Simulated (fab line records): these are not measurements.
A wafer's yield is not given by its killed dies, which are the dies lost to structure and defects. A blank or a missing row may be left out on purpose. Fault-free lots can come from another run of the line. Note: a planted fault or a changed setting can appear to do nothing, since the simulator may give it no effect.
Chamber matching | flow n5Finfet | N5_MOL_CONTACT_COAG_ALD_27 on aldSin-04 has 4 sister chambers
The step deposits SiOC, target thk 17 nm, pulse time 1.5 s, time 2720 s. 4 wafers are shown with their chamber, then 10 later ones without.

== WAFERS PAIRED WITH THEIR CHAMBERS ==
wafer  | chamber | heaterPowerW (W)
L090.3 | 0       | 829
L091.6 | 3       | 773
L093.3 | 1       | 769
L093.4 | 2       | 1028

== WAFERS WHOSE CHAMBER IS MISSING ==
wafer  | heaterPowerW (W)
L093.5 | 794
L094.1 | 748
L094.2 | 1001
L094.3 | 798
L095.4 | 1029
L095.5 | 832
L095.6 | 779
L096.2 | 1039
L096.3 | 798
L096.6 | 832

== WHICH CHAMBER EACH ONE RAN IN ==
wafer  | from the rows above          | in truth
L093.5 | can't be placed: 3 or 1 or 0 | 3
L094.1 | can't be placed: 1 or 3      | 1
L094.2 | 2                            | 2
L094.3 | can't be placed: 3 or 1 or 0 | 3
L095.4 | 2                            | 2
L095.5 | 0                            | 0
L095.6 | can't be placed: 3 or 1      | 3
L096.2 | 2                            | 2
L096.3 | can't be placed: 3 or 1 or 0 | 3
L096.6 | 0                            | 0
Correctly placed: 5 of 10. These rows do not allow placing 5 (true chamber among the candidates in 5). 0 placed wrongly.
How it was worked out, from the rows above alone: a wafer's distance from a chamber is the root of the sum, over the readings, of the square of ((its reading less the chamber's mean) divided by the reading's scatter). If the next closest chamber is less than 2 further off than the closest, the wafer can't be placed; otherwise it belongs to the closest. For every chamber, the mean is computed from those of its wafers that are shown. The scatter: with one shown wafer a chamber, the root of the mean of the squares of how far each hidden wafer lies from its nearest shown one.
